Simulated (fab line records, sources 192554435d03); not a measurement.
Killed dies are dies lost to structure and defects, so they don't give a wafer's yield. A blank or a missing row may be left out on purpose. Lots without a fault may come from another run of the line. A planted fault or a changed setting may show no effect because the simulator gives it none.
Split-lot experiment | flow n5_finfet | 7 lots, 21 wafers read, on a route of 1938 steps

THE SPLIT
At N5_BEOL_M12_SPUTTER_44 (material Ta, target thk 10 nm, time 16.13 s), the setting time_s was moved away from the recipe's 16.13 s on 9 of the 21 wafers read, by -14.8% to +12.0%. The other wafers ran this setting at the recipe's value.

The reading is taken at the split's own step.

THE READING
Ta_of_BEOL_M12_SPUTTER_44.thk_nm (the simulator's own value, which no gauge read), in nm, at N5_BEOL_M12_SPUTTER_44 (material Ta, target thk 10 nm, time 16.13 s). The file gives no usual value for it. The 12 wafers here that ran the recipe average 9.9 nm, standard deviation 0.15 nm.

wafer  | tool, chamber at the split | time_s as run, s | against the recipe | Ta_of_BEOL_M12_SPUTTER_44.thk_nm, nm | against lot-mates on the recipe
L081.1 | pvd_sputter-02, -          | 14.62            | -9.4%              | 9                                    | no lot-mate on the recipe
L081.3 | pvd_sputter-02, -          | 14.62            | -9.4%              | 9                                    | no lot-mate on the recipe
L081.6 | pvd_sputter-02, -          | 14.62            | -9.4%              | 9                                    | no lot-mate on the recipe
L084.4 | pvd_sputter-01, -          | 16.13            | recipe             | 10                                   | -
L084.6 | pvd_sputter-01, -          | 16.13            | recipe             | 10                                   | -
L084.5 | pvd_sputter-01, -          | 14.6             | -9.5%              | 9                                    | -1.0
L088.2 | pvd_sputter-02, -          | 16.13            | recipe             | 9.8                                  | -
L088.5 | pvd_sputter-02, -          | 16.13            | recipe             | 9.8                                  | -
L088.6 | pvd_sputter-02, -          | 16.13            | recipe             | 9.8                                  | -
L087.1 | pvd_sputter-01, -          | 13.75            | -14.8%             | 8.6                                  | -1.4
L087.5 | pvd_sputter-01, -          | 13.75            | -14.8%             | 8.6                                  | -1.4
L087.4 | pvd_sputter-01, -          | 16.13            | recipe             | 10                                   | -
L089.3 | pvd_sputter-03, -          | 16.13            | recipe             | 9.8                                  | -
L089.6 | pvd_sputter-03, -          | 16.13            | recipe             | 9.8                                  | -
L089.5 | pvd_sputter-03, -          | 16.13            | recipe             | 10                                   | -
L095.1 | pvd_sputter-03, -          | 16.78            | +4.0%              | 10.2                                 | +0.4
L095.3 | pvd_sputter-03, -          | 16.78            | +4.0%              | 10.2                                 | +0.4
L095.6 | pvd_sputter-03, -          | 16.13            | recipe             | 9.8                                  | -
L097.1 | pvd_sputter-01, -          | 16.13            | recipe             | 10.2                                 | -
L097.6 | pvd_sputter-01, -          | 16.13            | recipe             | 10.2                                 | -
L097.5 | pvd_sputter-01, -          | 18.07            | +12.0%             | 11.4                                 | +1.2

THE FIT
A straight line over all 21 wafers: Ta_of_BEOL_M12_SPUTTER_44.thk_nm changes by +0.0981 nm for each +1% of time_s; r = +0.98; the points scatter about the line by 0.15 nm.
The same after taking each lot's own level away (the mean of its wafers on the recipe; 18 wafers): +0.0975 nm for each +1%; r = +1.00; scatter 0.047 nm.
On that fit, the largest move of time_s shifts the reading by 1.4 nm.
The lots' own levels span 9.80 to 10.20 nm, that is 2.7 times the standard deviation above.
So the lot-to-lot level changes the slope little: the two slopes agree.
Check: with one of the wafers moved furthest among these (-14.8%) left out of the fit, the line predicts -1.45 nm for it against its lot-mates. It came out at -1.4 nm against them.

OTHER SPLITS ON THESE WAFERS
These wafers also went through other splits before the reading. Each is held against what the fit with the lots' levels taken away leaves over:
other split on the same wafers             | wafers away from the commonest value | r with Ta_of_BEOL_M12_SPUTTER_44.thk_nm (lot level and that fit taken away)
N5_BEOL_M6_ALD_77 co_reactant_pulse_time_s | 6                                    | +0.08
N5_BEOL_M9_COAT_05 spin_rpm                | 6                                    | -0.33
N5_BEOL_M9_DESCUM_16 time_s                | 7                                    | +0.27
N5_BEOL_M9_EXPOSE_25 dose_mj               | 9                                    | +0.01
N5_BEOL_M9_ETCH_66 time_s                  | 4                                    | -0.09
N5_BEOL_M10_ETCH_41 source_w               | 4                                    | -0.01
N5_BEOL_M11_TRENCH_ETCH_37 bias_w          | 7                                    | -0.01
N5_BEOL_M11_ALD_74 ald_cycles              | 9                                    | -0.12

THE FILE'S OWN FIT
Ta_of_BEOL_M12_SPUTTER_44.thk_nm changes by +0.0986 nm for each +1% of time_s, r = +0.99.
